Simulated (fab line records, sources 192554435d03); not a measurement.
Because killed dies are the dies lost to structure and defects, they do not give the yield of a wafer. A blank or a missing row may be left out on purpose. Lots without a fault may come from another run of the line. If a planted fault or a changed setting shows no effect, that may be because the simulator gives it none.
Split-lot experiment -- flow n5Finfet -- route with 1938 steps; 7 lots, 39 wafers read

## ABOUT THE SPLIT
At N5_MOL_CONTACT_COAG_SPUTTER_143 (material Co, target thk 2.5 nm), the setting targetThkA was moved away from the recipe's 25 angstrom on 12 of the 39 wafers read, by -55.4% to +44.6%. The other wafers ran this setting at the recipe's value.

The reading is taken at the split's own step.

## THE READING
Co_of_MOL_CONTACT_COAG_SPUTTER_143.thkNm (the simulator's own value, which no gauge read), in nm, at N5_MOL_CONTACT_COAG_SPUTTER_143 (material Co, target thk 2.5 nm). The file does not state a usual value for it. The 27 wafers here that ran the recipe average 2.5 nm, standard deviation 0.17 nm.

wafer,"tool, chamber at the split","targetThkA as run, angstrom",against the recipe,"Co_of_MOL_CONTACT_COAG_SPUTTER_143.thkNm, nm",against lot-mates on the recipe
L076.2,"pvdSputter-03, -",25,recipe,2.6,-
L076.5,"pvdSputter-03, -",25,recipe,2.6,-
L076.6,"pvdSputter-03, -",25,recipe,2.4,-
L080.1,"pvdSputter-03, -",11.16,-55.4%,1.2,-1.1
L080.2,"pvdSputter-03, -",25,recipe,2.2,-
L080.3,"pvdSputter-03, -",25,recipe,2.4,-
L080.5,"pvdSputter-03, -",25,recipe,2.4,-
L080.4,"pvdSputter-03, -",11.16,-55.4%,1,-1.3
L080.6,"pvdSputter-03, -",11.16,-55.4%,0.8,-1.5
L083.1,"pvdSputter-01, -",36.16,+44.6%,3.6,+1.0
L083.4,"pvdSputter-01, -",36.16,+44.6%,3.6,+1.0
L083.2,"pvdSputter-01, -",25,recipe,2.6,-
L083.3,"pvdSputter-01, -",36.16,+44.6%,4,+1.4
L083.5,"pvdSputter-01, -",25,recipe,2.8,-
L083.6,"pvdSputter-01, -",25,recipe,2.4,-
L084.1,"pvdSputter-02, -",20.59,-17.6%,2.2,-0.4
L084.3,"pvdSputter-02, -",20.59,-17.6%,2.2,-0.4
L084.6,"pvdSputter-02, -",20.59,-17.6%,2.2,-0.4
L084.2,"pvdSputter-02, -",25,recipe,2.6,-
L084.4,"pvdSputter-02, -",25,recipe,2.6,-
L084.5,"pvdSputter-02, -",25,recipe,2.6,-
L085.1,"pvdSputter-01, -",25,recipe,2.4,-
L085.4,"pvdSputter-01, -",25,recipe,2.4,-
L085.6,"pvdSputter-01, -",25,recipe,2.4,-
L085.2,"pvdSputter-01, -",25,recipe,2.8,-
L085.3,"pvdSputter-01, -",25,recipe,2.8,-
L085.5,"pvdSputter-01, -",25,recipe,2.8,-
L088.1,"pvdSputter-02, -",25,recipe,2.6,-
L088.3,"pvdSputter-02, -",25,recipe,2.6,-
L088.4,"pvdSputter-02, -",25,recipe,2.6,-
L088.5,"pvdSputter-02, -",25,recipe,2.6,-
L088.6,"pvdSputter-02, -",25,recipe,2.6,-
L088.2,"pvdSputter-02, -",25,recipe,2.8,-
L089.1,"pvdSputter-02, -",25,recipe,2.2,-
L089.2,"pvdSputter-02, -",25,recipe,2.4,-
L089.6,"pvdSputter-02, -",25,recipe,2.4,-
L089.3,"pvdSputter-02, -",15.48,-38.1%,1.4,-0.9
L089.4,"pvdSputter-02, -",15.48,-38.1%,1.4,-0.9
L089.5,"pvdSputter-02, -",15.48,-38.1%,1.4,-0.9

THE FIT
A straight line over all 39 wafers: Co_of_MOL_CONTACT_COAG_SPUTTER_143.thkNm changes by +0.0276 nm for each +1% of targetThkA; r = +0.97; the points scatter about the line by 0.17 nm.
The same after taking each lot's own level away (the mean of its wafers on the recipe; 39 wafers): +0.0246 nm for each +1%; r = +0.97; scatter 0.13 nm.
On that fit, the largest move of targetThkA shifts the reading by 1.4 nm.
From 2.33 to 2.63 nm: that is the span of the lots' own levels, equal to 1.8 times the standard deviation above.
In other words, the slope is changed by the lot-to-lot level; the two fits disagree.
Check: for one of the wafers moved furthest among these (-55.4%), held out of the fit, the line's prediction against its lot-mates is -1.39 nm. Against them it came out at -1.13 nm.

## FURTHER SPLITS ON THESE WAFERS
Other splits were also applied to these wafers ahead of the reading. Each is held against what the fit with the lots' levels taken away leaves over:
other split on the same wafers,wafers away from the commonest value,r with Co_of_MOL_CONTACT_COAG_SPUTTER_143.thkNm (lot level and that fit taken away)
N5_ZERO_LAYER_DEVELOP_10 developTimeS,12,-0.06
N5_FIN_SAQP_ETCH_65 timeS,18,-0.14
N5_DUMMY_GATE_HM_DEP_06 targetThkA,30,+0.01
N5_HKMG_FIN_ETCH_55 timeS,15,-0.16

## FILE'S OWN FIT
Co_of_MOL_CONTACT_COAG_SPUTTER_143.thkNm changes by +0.0245 nm for each +1% of targetThkA, r = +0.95.
